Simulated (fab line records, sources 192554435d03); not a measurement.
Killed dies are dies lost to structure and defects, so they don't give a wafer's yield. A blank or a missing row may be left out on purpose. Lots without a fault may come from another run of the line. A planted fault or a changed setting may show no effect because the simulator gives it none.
fab line records | flow n5_finfet
record lots=10 wafers=30 last_day=20
route steps=1938 shown BEOL_M6@1209 PASSIVATION@1936
lots that met no fault: from a run of the same line without faults
start_h: hours from the record's first day to the start of the lot's first wafer shown | wait_h: hours since the lot's step before | " the same as in the row above | L1.1+2: a row that stands for several wafers | - no value, or no start given | * or withheld: withheld | < > ~ a bound
route shown NAME@n: a module of which the file shows steps, and the number in the route of the first | usual: mean/standard deviation of fault-free wafers | same: alike in all rows | chamber/n: place in a boat | sites: the reading at each site | _std_site: their standard deviation | _edge_site: outer sites' mean less inner sites' | radius_mm: how far each site lies from the wafer's centre | mask NAME#n: copy n | behind: the tool/chamber that last shaped the wafer | hold: why the lot was held/for how many hours/how that ended | device: the transistor (n, p or np) that didn't switch | end of line: the same wafers' tests at the end of the route | a step without rows: its recipe alone | killed: dies lost to structure and defects at the first sort, not the wafer's yield | map: a wafer's dies, x killed, . not, _ none there
set.NAME: the setting as run; set.NAME@STEP: as run at that earlier step | model.NAME: the simulator's own value behind a step, which no gauge read
steps of the route over a sample of lots; a table a step, a row a wafer
services: from which hour (start_h, from the record's first day; less than 0 if before it) a tool's chamber was out of use, for how many hours, and why
## steps
# step N5_BEOL_M6_INSPECT_13
# recipe mode=adi inspect_instrument=brightfield
# usual raw_defect_count=397/86
# columns lot.wafer tool chamber start_h wait_h raw_defect_count
L913.1 defect_inspect-01 - 210.21 0.0 385
L913.4 " - " " 430
L913.6 " - " " 380
L914.1 defect_inspect-02 - 219.73 0.0 325
L914.4 " - " " 365
L914.5 " - " " 412
L918.4 defect_inspect-01 - 241.26 0.0 371
L918.5 " - " " 525
L918.6 " - " " 487
L919.2 defect_inspect-02 - 250.65 0.0 415
L919.3 " - " " 354
L919.6 " - " " 489
L922.1 defect_inspect-01 - 265.22 0.0 367
L922.4 " - " " 419
L922.6 " - " " 297
L921.1 defect_inspect-01 - 275.07 0.0 362
L921.5 " - " " 358
L921.6 " - " " 405
L930.2 defect_inspect-01 - 315.11 0.0 318
L930.3 " - " " 385
L930.4 " - " " 330
L933.2 defect_inspect-02 - 333.53 0.0 314
L933.4 " - " " 337
L933.5 " - " " 269
L935.2 defect_inspect-02 - 360.48 0.0 390
L935.4 " - " " 426
L935.6 " - " " 364
L936.1 defect_inspect-02 - 364.88 0.0 463
L936.2 " - " " 425
L936.5 " - " " 517
# step N5_BEOL_M6_ETCH_61
# recipe chemistry=CF4 target=SiARC target_depth_a=455 mask_material=CAR-ArF time_s=75.8 ion_energy_ev=80 pressure_mtorr=40 source_w=545 bias_w=36 Ar_flow_sccm=100 cf4_flow_sccm=100 ends=cleared
# usual bias_w=36.00/0.11 chamber_pressure_mTorr=40.00/0.041 drypump_motor_current_A=5.6/0.53 etch_rf_on_time_s=75.4/0.88 oes_product_au=0.69/0.066 rf_vpp_V=184.5/1.3 showerhead_plenum_p_Torr=2.17/0.081 throttle_valve_pct=15.59/0.19
# columns lot.wafer tool chamber start_h wait_h bias_w chamber_pressure_mTorr drypump_motor_current_A etch_rf_on_time_s oes_product_au rf_hours_counter_h rf_vpp_V showerhead_plenum_p_Torr throttle_valve_pct
L913.1 rie_diel-04 1 210.28 0.0 36.13 40.00 5.0 75.6 0.74 35 186.0 2.26 15.23
L913.4 " 3 " " 35.97 40.05 6.0 74.3 0.84 3 185.6 2.28 15.51
L913.6 " 1 " " 35.87 40.02 5.1 75.3 0.74 - 186.8 2.26 15.24
L914.1 rie_diel-01 3 219.80 0.0 36.09 39.99 6.3 74.5 0.75 43 183.5 2.10 15.57
L914.4 " 2 " " 35.98 39.93 5.3 74.8 0.76 32 187.2 2.27 15.42
L914.5 " 2 " " 36.09 39.91 5.4 74.6 0.76 - 183.9 2.27 15.44
L918.4 rie_diel-01 3 241.46 0.0 35.99 40.08 6.3 74.1 0.73 51 182.4 2.10 15.61
L918.5 " 2 " " 35.94 40.00 5.3 75.7 0.75 - 185.5 2.27 15.45
L918.6 " 3 " " 35.88 40.00 6.3 73.9 0.73 - 184.1 2.10 15.60
L919.2 rie_diel-03 0 250.72 0.0 36.05 39.99 5.5 75.1 0.78 26 181.7 2.10 15.28
L919.3 " 2 " " 35.94 40.08 5.3 76.7 0.60 229 183.2 2.04 15.82
L919.6 " 2 " " 35.93 40.00 5.3 76.8 0.60 - 182.9 2.04 15.81
L922.1 rie_diel-01 3 265.73 0.0 36.10 40.02 6.3 75.4 0.72 59 183.9 2.09 15.60
L922.4 " 3 " " 36.10 40.10 6.3 74.2 0.72 - 182.0 2.09 15.61
L922.6 " 1 " " 35.95 40.03 5.1 75.7 0.71 - 186.7 2.26 15.56
L921.1 rie_diel-01 1 275.14 0.0 36.14 39.96 5.1 75.0 0.72 67 185.8 2.26 15.56
L921.5 " 1 " " 35.87 39.99 5.1 74.9 0.72 - 185.0 2.26 15.57
L921.6 " 0 " " 35.98 40.04 5.7 76.1 0.66 - 185.2 2.15 15.55
L930.2 rie_diel-03 3 315.37 0.0 36.05 39.98 4.8 76.7 0.58 247 184.5 2.19 15.99
L930.3 " 1 " " 36.07 39.93 6.5 75.9 0.69 108 184.7 2.24 15.60
L930.4 " 0 " " 36.08 39.99 5.5 75.4 0.76 - 182.2 2.09 15.31
L933.2 rie_diel-01 1 333.91 0.0 35.95 40.03 5.1 76.2 0.70 88 184.8 2.25 15.60
L933.4 " 2 " " 36.06 39.97 5.3 76.7 0.70 73 185.6 2.26 15.51
L933.5 " 0 " " 35.90 40.00 5.8 76.3 0.65 - 184.0 2.14 15.58
L935.2 rie_diel-03 0 360.87 0.0 35.97 40.03 5.5 75.3 0.74 65 182.0 2.08 15.36
L935.4 " 1 " " 36.18 40.01 6.5 75.9 0.66 127 185.5 2.23 15.63
L935.6 " 3 " " 35.96 39.95 4.9 74.9 0.86 - 183.0 2.19 15.49
L936.1 rie_diel-01 3 364.95 0.0 35.92 40.04 6.3 74.8 0.68 95 182.0 2.08 15.67
L936.2 " 0 " " 36.16 40.04 5.7 75.4 0.64 154 184.0 2.14 15.61
L936.5 " 1 " " 36.18 40.02 5.1 74.7 0.70 - 186.2 2.25 15.64
# step N5_BEOL_M6_CD_MEAS_18
# recipe pitch_nm=80 target_cd_nm=40
# usual cd_nm=40.1/0.54
# columns lot.wafer tool chamber start_h wait_h cd_nm
L913.1 cd_sem-03 - 210.80 0.0 40.0
L913.4 " - " " 40.5
L913.6 " - " " 40.1
L914.1 cd_sem-03 - 220.22 0.0 39.7
L914.4 " - " " 39.7
L914.5 " - " " 40.2
L918.4 cd_sem-02 - 241.91 0.1 40.3
L918.5 " - " " 39.9
L918.6 " - " " 40.4
L919.2 cd_sem-03 - 251.14 0.1 40.6
L919.3 " - " " 39.9
L919.6 " - " " 40.1
L922.1 cd_sem-01 - 266.18 0.0 39.7
L922.4 " - " " 40.1
L922.6 " - " " 40.3
L921.1 cd_sem-01 - 275.56 0.0 39.5
L921.5 " - " " 40.0
L921.6 " - " " 39.6
L930.2 cd_sem-03 - 315.82 0.1 41.0
L930.3 " - " " 39.8
L930.4 " - " " 41.6
L933.2 cd_sem-03 - 334.51 0.1 39.4
L933.4 " - " " 39.9
L933.5 " - " " 39.4
L935.2 cd_sem-02 - 361.35 0.1 40.2
L935.4 " - " " 40.6
L935.6 " - " " 40.4
L936.1 cd_sem-01 - 365.38 0.0 39.5
L936.2 " - " " 40.5
L936.5 " - " " 39.9
# step N5_BEOL_M6_HM_STRIP_39
# recipe chemistry=peroxide_tin_strip material=TiN target_depth_a=250 temp_c=50 time_s=158
# usual bath_guard_temp_C=50.0/0.5 bath_heat_duty_pct=7.1/1
# columns lot.wafer tool chamber start_h wait_h bath_guard_temp_C bath_heat_duty_pct
L913.1 wet_bench-04 0 211.87 0.0 49.9 6.9
L913.4 " 2 " " 49.4 7.8
L913.6 " 5 " " 49.6 8.5
L914.1 wet_bench-06 6 222.97 0.1 50.2 7.0
L914.4 " 2 " " 50.2 5.8
L914.5 " 0 " " 50.2 6.2
L918.4 wet_bench-04 4 244.87 0.0 50.6 7.0
L918.5 " 3 " " 49.2 6.2
L918.6 " 0 " " 50.2 7.4
L919.2 wet_bench-06 1 252.25 0.0 - -
L919.3 " 5 " " - -
L919.6 " 3 " " - -
L922.1 wet_bench-06 3 267.87 0.0 - -
L922.4 " 2 " " - -
L922.6 " 6 " " - -
L921.1 wet_bench-06 4 279.61 0.0 49.7 8.3
L921.5 " 5 " " 49.6 6.3
L921.6 " 2 " " 50.4 5.9
L930.2 wet_bench-03 6 317.71 0.0 49.2 9.1
L930.3 " 1 " " 50.6 6.1
L930.4 " 7 " " 49.5 5.1
L933.2 wet_bench-04 5 336.84 0.0 50.2 8.0
L933.4 " 1 " " 49.0 7.5
L933.5 " 0 " " 50.0 6.1
L935.2 wet_bench-06 4 362.60 0.0 49.6 7.7
L935.4 " 0 " " 50.0 6.1
L935.6 " 7 " " 51.2 7.7
L936.1 wet_bench-03 1 367.45 0.0 50.2 5.4
L936.2 " 7 " " 49.5 5.8
L936.5 " 3 " " 49.3 7.4
# step N5_BEOL_M6_CMP_52
# recipe stop_on=SiCOH_lowk t_overpolish_s=6.9 down_force_psi=1 platen_rpm=50 clearing_platen_down_force_psi=1.5 clearing_platen_rpm=50 post_cmp_clean=cu_alkaline target_thk_nm=80 clearing_platen_pad_velocity_m_s=0.99484 pad_velocity_m_s=0.99484
# usual barrier_field_endpoint_s=29.1/0.62 edge_zone_pressure_frac=1.000/0.005 motor_current_A=5.8/0.61
# columns lot.wafer tool chamber start_h wait_h barrier_field_endpoint_s edge_zone_pressure_frac motor_current_A
L913.1 cmp-01 0 213.71 0.3 28.7 0.996 5.7
L913.4 " 1 " " 29.5 1.003 6.3
L913.6 " 0 " " 28.9 0.997 5.5
L914.4 cmp-03 2 226.65 0.1 28.8 1.008 5.8
L914.1 " 0 " " 28.9 0.997 6.2
L914.5 " 3 " " 28.6 0.998 6.6
L918.4 cmp-01 0 247.50 0.3 29.4 1.004 5.5
L918.5 " 1 " " 29.2 1.003 6.0
L918.6 " 2 " " 29.9 0.995 4.7
L919.2 cmp-03 1 255.27 0.2 35.5 1.008 6.4
L919.3 " 3 " " 36.9 0.998 6.7
L919.6 " 0 " " 35.3 1.001 6.0
L922.4 cmp-03 0 270.53 0.1 38.6 0.994 5.9
L922.1 " 1 " " 38.1 1.001 6.5
L922.6 " 0 " " 37.0 1.001 5.8
L921.1 cmp-03 3 284.18 0.3 28.9 1.006 6.8
L921.6 " 2 " " 29.0 0.998 5.7
L921.5 " 3 " " 29.2 1.004 6.9
L930.4 cmp-03 3 320.02 0.1 30.4 0.996 7.0
L930.3 " 0 " " 29.5 1.005 5.6
L930.2 " 2 " " 28.9 1.013 5.7
L933.4 cmp-04 0 339.72 0.2 29.3 0.998 4.7
L933.2 " 1 " " 28.1 1.003 6.5
L933.5 " 1 " " 29.3 1.006 6.6
L935.2 cmp-01 0 364.92 0.2 28.4 0.994 5.8
L935.4 " 2 " " 29.5 1.000 4.8
L935.6 " 0 " " 29.7 1.000 5.8
L936.2 cmp-01 3 369.26 0.4 29.3 0.991 5.6
L936.1 " 1 " " 28.1 0.997 6.1
L936.5 " 2 " " 29.3 0.999 4.9
# step N5_PASSIVATION_PROBE_49
# usual defect_limited_yield=91.1/1.5 killed_at_M0_to_M3=36/11 killed_at_M4_up=14/5.6 killed_at_contacts=11/5.6 killed_at_front_end=40/12 killed_at_other=4/3.2 killed_dies=105/17 killed_on_rim=14/3.4 killed_open=69/12 killed_short=34/8.4 sort_bin_5_function=5.2/0.95 sort_bin_6_memory=3.3/0.63 sort_n_pass=1075/17 sort_yield_pct=91.1/1.5
# same gross_dies=1180 killed_at_back_side=0 sort_bin_4_leakage[%]=0 sort_bin_8_speed[%]=0
# columns lot.wafer tool chamber start_h wait_h defect_limited_yield[%] killed_at_M0_to_M3 killed_at_M4_up killed_at_contacts killed_at_front_end killed_at_other killed_dies killed_on_rim killed_open killed_short sort_bin_5_function[%] sort_bin_6_memory[%] sort_n_pass sort_yield_pct[%]
L913.1 prober-01 - 310.81 0.0 89.7 55 21 1 43 2 122 20 92 30 5.9 4.2 1058 89.7
L913.4 prober-01 - 310.96 0.2 93.3 27 10 6 34 2 79 7 61 18 4.0 2.6 1101 93.3
L913.6 prober-01 - 311.06 0.3 91.4 37 9 15 38 3 102 17 65 37 4.8 3.5 1078 91.4
L914.1 prober-01 - 324.07 0.0 87.8 54 17 28 40 5 144 18 99 41 7.6 4.0 1036 87.8
L914.4 prober-01 - 324.22 0.2 88.5 41 33 24 35 3 136 12 83 50 6.0 5.0 1044 88.5
L914.5 prober-01 - 324.27 0.2 89.3 44 21 6 52 3 126 20 78 44 6.5 3.3 1054 89.3
L919.2 prober-01 - 339.82 0.1 89.3 21 30 16 59 0 126 14 81 41 6.6 3.7 1054 89.3
L919.3 prober-01 - 339.87 0.1 89.2 23 15 15 73 1 127 20 77 44 5.7 4.2 1053 89.2
L919.6 prober-01 - 340.02 0.3 88.6 35 20 19 59 1 134 20 91 37 6.4 4.4 1046 88.6
L918.4 prober-01 - 343.66 0.2 91.7 29 20 8 41 0 98 16 65 27 4.3 3.4 1082 91.7
L918.5 prober-01 - 343.71 0.3 90.7 37 21 17 33 2 110 14 79 31 4.9 4.1 1070 90.7
L918.6 prober-01 - 343.76 0.3 92.1 36 10 12 32 3 93 16 67 25 4.7 3.1 1087 92.1
L922.1 prober-02 - 357.41 0.0 93.1 33 11 3 33 1 81 12 51 27 4.0 2.5 1099 93.1
L922.4 prober-02 - 357.56 0.2 91.9 32 13 12 33 6 96 12 60 30 4.1 3.6 1084 91.9
L922.6 prober-02 - 357.66 0.3 91.4 36 8 16 40 1 101 15 70 31 5.4 3.0 1079 91.4
L921.1 prober-02 - 363.07 0.0 88.8 46 26 12 42 6 132 18 96 34 7.0 3.6 1048 88.8
L921.5 prober-02 - 363.27 0.2 92.2 34 23 7 23 5 92 16 64 27 4.9 2.8 1088 92.2
L921.6 prober-02 - 363.32 0.3 88.3 50 20 11 55 2 138 14 95 42 6.7 4.3 1042 88.3
L930.2 prober-01 - 414.50 0.1 92.0 17 12 11 52 2 94 16 64 23 4.3 3.1 1086 92.0
L930.3 prober-01 - 414.55 0.1 90.2 60 13 10 31 2 116 19 77 36 5.7 4.0 1064 90.2
L930.4 prober-01 - 414.60 0.2 91.4 41 8 10 40 2 101 12 67 34 5.8 2.7 1079 91.4
L933.2 prober-01 - 426.52 0.1 90.3 26 25 6 58 0 115 13 73 40 5.6 3.8 1065 90.3
L933.4 prober-01 - 426.62 0.2 91.4 26 20 8 47 1 102 10 68 34 4.5 4.0 1078 91.4
L933.5 prober-01 - 426.67 0.2 88.7 39 7 12 75 0 133 14 80 51 6.8 3.8 1047 88.7
L935.2 prober-01 - 443.33 0.1 90.6 38 15 13 44 1 111 16 68 42 5.2 3.9 1069 90.6
L935.4 prober-01 - 443.43 0.2 88.1 41 11 30 56 2 140 21 90 47 6.8 4.8 1040 88.1
L935.6 prober-01 - 443.53 0.3 89.7 48 11 5 58 0 122 20 82 34 5.8 3.6 1058 89.7
L936.1 prober-01 - 468.48 0.0 91.4 35 10 5 50 2 102 18 64 38 5.3 3.3 1078 91.4
L936.2 prober-01 - 468.53 0.1 91.9 42 15 10 18 10 95 11 69 26 4.3 3.6 1085 91.9
L936.5 prober-01 - 468.68 0.2 90.8 62 16 6 22 3 109 17 66 37 4.2 4.2 1071 90.8
# killed by level:class
L913.1 BEOL_M2:geometric_particle:open=22 STI_FIN_REVEAL:geometric_particle:open=18 BEOL_M3:geometric_particle:open=10 BEOL_M0_SAQP:geometric_particle:open=7 BEOL_M5:geometric_particle:open=6 BEOL_M4:geometric_particle:open=6 STARTING-WAFER:geometric_particle:short=5 BEOL_M2:geometric_particle:short=4
L913.4 FIN_SAQP:geometric_particle:open=13 BEOL_M3:geometric_particle:open=9 STI_FIN_REVEAL:geometric_particle:open=6 BEOL_M2:geometric_particle:open=6 BEOL_M0_SAQP:geometric_particle:short=6 FIN_SAQP:geometric_particle:short=5 BEOL_M0_SAQP:geometric_particle:open=5 BEOL_M4:geometric_particle:open=5
L913.6 MOL_CONTACT_COAG:geometric_particle:open=13 BEOL_M2:geometric_particle:open=12 FIN_SAQP:geometric_particle:short=8 BEOL_M0:geometric_particle:open=6 STI_FIN_REVEAL:geometric_particle:open=5 GATE_CUT:geometric_particle:short=5 BEOL_M3:geometric_particle:open=5 DUMMY_GATE:geometric_particle:open=4
L914.1 MOL_CONTACT_COAG:geometric_particle:open=23 BEOL_M2:geometric_particle:open=17 DUMMY_GATE:geometric_particle:open=10 BEOL_M0_SAQP:geometric_particle:open=10 BEOL_M0_SAQP:geometric_particle:short=8 STI_FIN_REVEAL:geometric_particle:open=7 BEOL_M4:geometric_particle:open=7 FIN_SAQP:geometric_particle:open=6
L914.4 BEOL_M4:geometric_particle:open=17 MOL_CONTACT_COAG:geometric_particle:open=15 BEOL_M0_SAQP:geometric_particle:short=10 MOL_CONTACT_COAG:geometric_particle:short=9 FIN_SAQP:geometric_particle:open=8 BEOL_M3:geometric_particle:open=8 FIN_SAQP:geometric_particle:short=6 DUMMY_GATE:geometric_particle:open=6
L914.5 BEOL_M2:geometric_particle:open=10 STI_FIN_REVEAL:geometric_particle:open=9 BEOL_M1:geometric_particle:open=9 FIN_SAQP:geometric_particle:open=8 BEOL_M0_SAQP:geometric_particle:short=7 BEOL_M0_SAQP:geometric_particle:open=7 BEOL_M4:geometric_particle:open=6 FIN_SAQP:geometric_particle:short=5
L919.2 BEOL_M4:geometric_particle:open=21 FIN_SAQP:geometric_particle:short=15 MOL_CONTACT_COAG:geometric_particle:open=15 STI_FIN_REVEAL:geometric_particle:open=10 FIN_SAQP:geometric_particle:open=7 DUMMY_GATE:geometric_particle:open=7 BEOL_M0_SAQP:geometric_particle:short=6 BEOL_M2:geometric_particle:open=6
L919.3 STI_FIN_REVEAL:geometric_particle:open=13 FIN_SAQP:geometric_particle:open=11 MOL_CONTACT_COAG:geometric_particle:open=11 FIN_SAQP:geometric_particle:short=10 DUMMY_GATE:geometric_particle:open=9 GATE_CUT:geometric_particle:short=8 BEOL_M0_SAQP:geometric_particle:short=7 BEOL_M4:geometric_particle:open=5
L919.6 STI_FIN_REVEAL:geometric_particle:open=16 MOL_CONTACT_COAG:geometric_particle:open=15 GATE_CUT:geometric_particle:short=9 BEOL_M3:geometric_particle:open=8 BEOL_M4:geometric_particle:open=8 FIN_SAQP:geometric_particle:open=6 BEOL_M0_SAQP:geometric_particle:open=6 BEOL_M1:geometric_particle:open=6
L918.4 FIN_SAQP:geometric_particle:open=10 STI_FIN_REVEAL:geometric_particle:open=8 MOL_CONTACT_COAG:geometric_particle:open=8 BEOL_M0_SAQP:geometric_particle:open=8 BEOL_M4:geometric_particle:open=8 BEOL_M0_SAQP:geometric_particle:short=7 STARTING-WAFER:geometric_particle:short=6 HKMG_FIN:area_etch=6
L918.5 MOL_CONTACT_COAG:geometric_particle:open=14 BEOL_M1:geometric_particle:open=10 FIN_SAQP:geometric_particle:open=10 FIN_SAQP:geometric_particle:short=10 BEOL_M3:geometric_particle:open=10 BEOL_M0_SAQP:geometric_particle:open=7 BEOL_M0_SAQP:geometric_particle:short=6 BEOL_M4:geometric_particle:short=6
L918.6 FIN_SAQP:geometric_particle:open=12 MOL_CONTACT_COAG:geometric_particle:open=9 BEOL_M3:geometric_particle:open=8 BEOL_M1:geometric_particle:open=6 BEOL_M2:geometric_particle:open=6 BEOL_M0_SAQP:geometric_particle:short=5 DUMMY_GATE:geometric_particle:open=4 STARTING-WAFER:geometric_particle:open=4
L922.1 BEOL_M0_SAQP:geometric_particle:open=10 FIN_SAQP:geometric_particle:open=7 BEOL_M0_SAQP:geometric_particle:short=7 FIN_SAQP:geometric_particle:short=6 BEOL_M2:geometric_particle:open=5 BEOL_M3:geometric_particle:open=5 STI_FIN_REVEAL:geometric_particle:open=4 BEOL_M4:geometric_particle:open=4
L922.4 BEOL_M0_SAQP:geometric_particle:short=9 BEOL_M3:geometric_particle:open=9 MOL_CONTACT_COAG:geometric_particle:open=8 DUMMY_GATE:geometric_particle:open=7 FIN_SAQP:geometric_particle:open=6 BEOL_M0_SAQP:geometric_particle:open=5 BEOL_M4:geometric_particle:open=5 MOL_CONTACT_COAG:geometric_particle:short=4
L922.6 FIN_SAQP:geometric_particle:short=14 MOL_CONTACT_COAG:geometric_particle:open=14 BEOL_M1:geometric_particle:open=10 STI_FIN_REVEAL:geometric_particle:open=9 FIN_SAQP:geometric_particle:open=7 BEOL_M0_SAQP:geometric_particle:open=7 BEOL_M3:geometric_particle:open=7 BEOL_M5:geometric_particle:open=4
L921.1 BEOL_M4:geometric_particle:open=15 BEOL_M0_SAQP:geometric_particle:open=12 MOL_CONTACT_COAG:geometric_particle:open=11 FIN_SAQP:geometric_particle:open=10 STI_FIN_REVEAL:geometric_particle:open=10 BEOL_M0_SAQP:geometric_particle:short=9 BEOL_M1:geometric_particle:open=8 BEOL_M3:geometric_particle:open=7
L921.5 BEOL_M4:geometric_particle:open=13 BEOL_M2:geometric_particle:open=8 MOL_CONTACT_COAG:geometric_particle:open=7 BEOL_M0_SAQP:geometric_particle:short=7 BEOL_M0_SAQP:geometric_particle:open=7 BEOL_M1:geometric_particle:open=7 FIN_SAQP:geometric_particle:open=5 FIN_SAQP:geometric_particle:short=3
L921.6 STI_FIN_REVEAL:geometric_particle:open=23 FIN_SAQP:geometric_particle:open=13 BEOL_M0_SAQP:geometric_particle:short=13 MOL_CONTACT_COAG:geometric_particle:open=9 BEOL_M4:geometric_particle:open=9 BEOL_M0_SAQP:geometric_particle:open=8 BEOL_M1:geometric_particle:open=6 BEOL_M3:geometric_particle:open=6
L930.2 STI_FIN_REVEAL:geometric_particle:open=16 MOL_CONTACT_COAG:geometric_particle:open=8 FIN_SAQP:geometric_particle:open=6 STARTING-WAFER:geometric_particle:open=5 DUMMY_GATE:geometric_particle:open=5 BEOL_M2:geometric_particle:open=5 BEOL_M4:geometric_particle:open=5 HKMG_FIN:area_etch=5
L930.3 BEOL_M0_SAQP:geometric_particle:open=16 BEOL_M0_SAQP:geometric_particle:short=14 BEOL_M2:geometric_particle:open=14 MOL_CONTACT_COAG:geometric_particle:open=9 FIN_SAQP:geometric_particle:open=8 STARTING-WAFER:geometric_particle:short=7 BEOL_M1:geometric_particle:open=6 FIN_SAQP:geometric_particle:short=5
L930.4 BEOL_M0_SAQP:geometric_particle:short=14 DUMMY_GATE:geometric_particle:open=11 FIN_SAQP:geometric_particle:open=9 BEOL_M0_SAQP:geometric_particle:open=9 STI_FIN_REVEAL:geometric_particle:open=8 BEOL_M1:geometric_particle:open=7 MOL_CONTACT_COAG:geometric_particle:open=6 BEOL_M4:geometric_particle:open=5
L933.2 STI_FIN_REVEAL:geometric_particle:open=16 FIN_SAQP:geometric_particle:short=13 BEOL_M4:geometric_particle:open=9 BEOL_M2:geometric_particle:open=8 BEOL_M1:geometric_particle:open=7 FIN_SAQP:geometric_particle:open=6 GATE_CUT:geometric_particle:short=5 MOL_CONTACT_COAG:geometric_particle:open=5
L933.4 FIN_SAQP:geometric_particle:open=10 FIN_SAQP:geometric_particle:short=9 BEOL_M1:geometric_particle:open=9 BEOL_M3:geometric_particle:open=8 GATE_CUT:geometric_particle:short=7 BEOL_M4:geometric_particle:open=6 MOL_CONTACT_COAG:geometric_particle:open=6 DUMMY_GATE:geometric_particle:short=5
L933.5 FIN_SAQP:geometric_particle:open=27 FIN_SAQP:geometric_particle:short=15 BEOL_M2:geometric_particle:open=12 BEOL_M1:geometric_particle:open=7 GATE_CUT:geometric_particle:short=6 MOL_CONTACT_COAG:geometric_particle:short=6 MOL_CONTACT_COAG:geometric_particle:open=6 GATE_CUT:geometric_particle:open=5
L935.2 BEOL_M0_SAQP:geometric_particle:short=17 STI_FIN_REVEAL:geometric_particle:open=14 MOL_CONTACT_COAG:geometric_particle:open=11 BEOL_M4:geometric_particle:open=8 FIN_SAQP:geometric_particle:open=7 BEOL_M2:geometric_particle:open=7 FIN_SAQP:geometric_particle:short=6 STI_FIN_REVEAL:geometric_particle:short=5
L935.4 MOL_CONTACT_COAG:geometric_particle:open=27 FIN_SAQP:geometric_particle:short=14 FIN_SAQP:geometric_particle:open=12 STI_FIN_REVEAL:geometric_particle:open=11 BEOL_M0_SAQP:geometric_particle:short=7 BEOL_M1:geometric_particle:open=7 BEOL_M3:geometric_particle:open=6 BEOL_M4:geometric_particle:open=6
L935.6 FIN_SAQP:geometric_particle:open=21 FIN_SAQP:geometric_particle:short=14 BEOL_M0_SAQP:geometric_particle:open=14 BEOL_M0_SAQP:geometric_particle:short=9 STI_FIN_REVEAL:geometric_particle:open=7 BEOL_M1:geometric_particle:open=7 BEOL_M0:geometric_particle:open=6 BEOL_M2:geometric_particle:open=6
L936.1 FIN_SAQP:geometric_particle:open=13 BEOL_M2:geometric_particle:open=10 FIN_SAQP:geometric_particle:short=8 BEOL_M0_SAQP:geometric_particle:short=7 STI_FIN_REVEAL:geometric_particle:open=6 BEOL_M1:geometric_particle:open=6 BEOL_M3:geometric_particle:open=5 GATE_CUT:geometric_particle:short=5
L936.2 BEOL_M2:geometric_particle:open=10 BEOL_M0_SAQP:geometric_particle:open=8 MOL_CONTACT_COAG:geometric_particle:open=7 BEOL_M0_SAQP:geometric_particle:short=7 BEOL_M1:geometric_particle:open=6 BEOL_M3:geometric_particle:open=6 BEOL_M4:geometric_particle:open=6 MIM_TOP_ETCH:geometric_particle:short=4
L936.5 BEOL_M3:geometric_particle:open=14 BEOL_M2:geometric_particle:open=13 BEOL_M0_SAQP:geometric_particle:short=8 BEOL_M0_SAQP:geometric_particle:open=7 BEOL_M1:geometric_particle:open=7 BEOL_M4:geometric_particle:open=7 FIN_SAQP:geometric_particle:open=5 BEOL_M2:geometric_particle:short=5
## services
# columns tool chamber start_h hours kind
cmp-03 - 188.76 1.9 repair
cmp-04 - 216.84 2.2 repair
wet_bench-04 - 218.60 2.1 repair
wet_bench-03 - 218.99 4.4 pm
cmp-04 - 233.82 0.3 repair
cmp-01 - 240.51 0.3 repair
wet_bench-04 - 242.27 1.9 pm
cmp-03 - 246.69 4.0 pm
cmp-03 - 250.69 - consumable_replace:conditioner
cmp-03 - 250.69 - consumable_replace:pad
cmp-04 - 264.04 5.4 repair
rie_diel-01 0 264.71 3.7 repair
cmp-01 - 265.45 0.5 repair
cmp-03 - 273.77 4.5 pm
cmp-03 - 292.87 4.8 pm
rie_diel-04 1 294.03 23.1 repair
rie_diel-03 2 313.71 - clean
rie_diel-03 2 313.71 - consumable_replace:focus_ring
cmp-04 - 316.71 4.0 pm
cmp-03 - 333.31 1.5 repair
cmp-03 - 341.65 1.3 repair
rie_diel-03 - 353.27 4.3 pm
cmp-03 - 356.61 1.8 repair
wet_bench-06 - 356.69 3.2 repair
## key
first_sign step=N5_BEOL_M6_HM_STRIP_39 reading=tool_record direction=missing
effect step=N5_BEOL_M6_CMP_52 reading=barrier_field_endpoint_s direction=up sigmas=13 usual=29.1 struck=36.9
met_at N5_BEOL_M6_HM_STRIP_39
struck_lots L919,L922
not_acting_at N5_BEOL_M6_INSPECT_13,N5_BEOL_M6_ETCH_61,N5_BEOL_M6_CD_MEAS_18
onset_between 222.97 252.25
fault kind=skipped_step_whole tool=wet_bench-06 chamber=- onset_h=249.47 steps=N5_BEOL_M6_HM_STRIP_39 scope=struck_lots_only
